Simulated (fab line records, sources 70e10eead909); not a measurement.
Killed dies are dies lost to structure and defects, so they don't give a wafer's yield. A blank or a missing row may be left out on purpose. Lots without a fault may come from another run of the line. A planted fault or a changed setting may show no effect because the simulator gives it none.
Chamber matching | flow nand_harc | NHARC_A_SLIT_DEP_23 on pecvd-04: 3 sister chambers
The step deposits SiON, target thk 100 nm. 3 wafers are shown with their chamber, then 7 later ones without.

WAFERS WITH THEIR CHAMBER
wafer  | chamber | heater_power_w (W)
L349.3 | 2       | 623
L352.1 | 0       | 751
L352.2 | 1       | 855

WAFERS WITHOUT THEIR CHAMBER
wafer  | heater_power_w (W)
L352.6 | 702
L351.1 | 713
L351.3 | 627
L351.4 | 713
L353.1 | 892
L353.4 | 803
L353.6 | 897

WHICH CHAMBER EACH WENT THROUGH
wafer  | from the rows above     | in truth
L352.6 | can't be placed: 0 or 2 | 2
L351.1 | can't be placed: 0 or 2 | 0
L351.3 | 2                       | 2
L351.4 | can't be placed: 0 or 2 | 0
L353.1 | 1                       | 1
L353.4 | can't be placed: 0 or 1 | 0
L353.6 | 1                       | 1
Placed correctly: 3 of 7. Can't be placed from these rows: 4 (the true chamber is among the candidates in 4). Placed wrongly: 0.
How it was worked out, from the rows above alone: a wafer's distance from a chamber is the root of the sum, over the readings, of the square of ((its reading less the chamber's mean) divided by the reading's scatter). The wafer belongs to the nearest chamber; if the next one is less than 2 further off, it can't be placed. A chamber's mean is the mean of its shown wafers. The scatter: with one shown wafer a chamber, the root of the mean of the squares of how far each hidden wafer lies from its nearest shown one.
